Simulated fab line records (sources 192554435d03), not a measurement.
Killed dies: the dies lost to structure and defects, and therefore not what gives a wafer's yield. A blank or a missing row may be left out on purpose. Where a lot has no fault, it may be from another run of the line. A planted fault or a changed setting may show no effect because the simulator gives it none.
Chamber matching    flow n5Finfet    cmp-02 running N5_BEOL_M2_CMP_52: 4 sister chambers
The step polishes, stops on SiOC, t overpolish 6.8 s, target thk 40 nm. 16 wafers are shown with their chamber, then 8 later ones without.

== WAFERS, EACH WITH ITS CHAMBER ==
wafer   chamber  motorCurrentA (A)  timeToEndpointS (s)  barrierFieldEndpointS (s)
L074.1  0        5.2                57.3                 24.0
L074.3  1        6.1                63.2                 24.9
L074.5  0        5.2                58.1                 24.2
L076.2  2        5.4                57.2                 23.6
L076.3  0        5.2                55.9                 23.7
L076.6  3        5.6                63.8                 24.8
L079.2  1        6.1                63.0                 23.4
L079.3  0        5.3                61.0                 23.9
L079.5  2        5.1                60.0                 24.5
L083.1  3        5.7                60.8                 24.2
L083.2  1        6.5                64.0                 24.3
L083.3  0        4.9                61.1                 24.5
L090.1  0        5.1                59.8                 23.6
L090.3  2        5.3                61.3                 23.8
L090.6  3        5.5                61.4                 24.1
L091.1  2        5.4                62.4                 24.4

SIGNATURES (averages over the wafers above)
reading                chamber 0  chamber 1  chamber 2  chamber 3  scatter within a chamber
motorCurrentA          5.150      6.233      5.300      5.600      0.153
timeToEndpointS        58.867     63.400     60.225     62.000     1.89
barrierFieldEndpointS  23.983     24.200     24.075     24.367     0.462
Rule: distance of a wafer from a chamber = root of the sum over the readings of ((wafer's reading minus chamber's mean) / reading's scatter) squared. If the next closest chamber is less than 2 further off than the closest, the wafer can't be placed; otherwise it belongs to the closest. The scatter: the root of (the sum of the squares of (reading less its chamber's mean) over the shown wafers, divided by (wafers less chambers)).

== WAFERS WITH NO CHAMBER GIVEN ==
wafer   motorCurrentA (A)  timeToEndpointS (s)  barrierFieldEndpointS (s)
L091.4  5.5                62.7                 24.7
L091.6  5.4                63.3                 24.2
L094.3  5.9                61.9                 24.7
L094.5  5.4                59.0                 24.3
L094.6  5.5                60.7                 24.2
L097.1  5.3                63.8                 24.6
L097.3  5.3                61.0                 24.7
L097.4  5.2                60.4                 24.0

== EACH ONE'S CHAMBER ==
wafer   from the rows above           in truth
L091.4  can't be placed: 3 or 2       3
L091.6  can't be placed: 3 or 2 or 0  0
L094.3  can't be placed: 3 or 1       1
L094.5  can't be placed: 2 or 0 or 3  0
L094.6  can't be placed: 3 or 2 or 0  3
L097.1  can't be placed: 2 or 3 or 0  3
L097.3  can't be placed: 2 or 3 or 0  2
L097.4  can't be placed: 2 or 0       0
Placed correctly: 0 of 8. Not placeable from these rows: 8 (in 8, the candidates include the true chamber). Placed wrongly: 0.
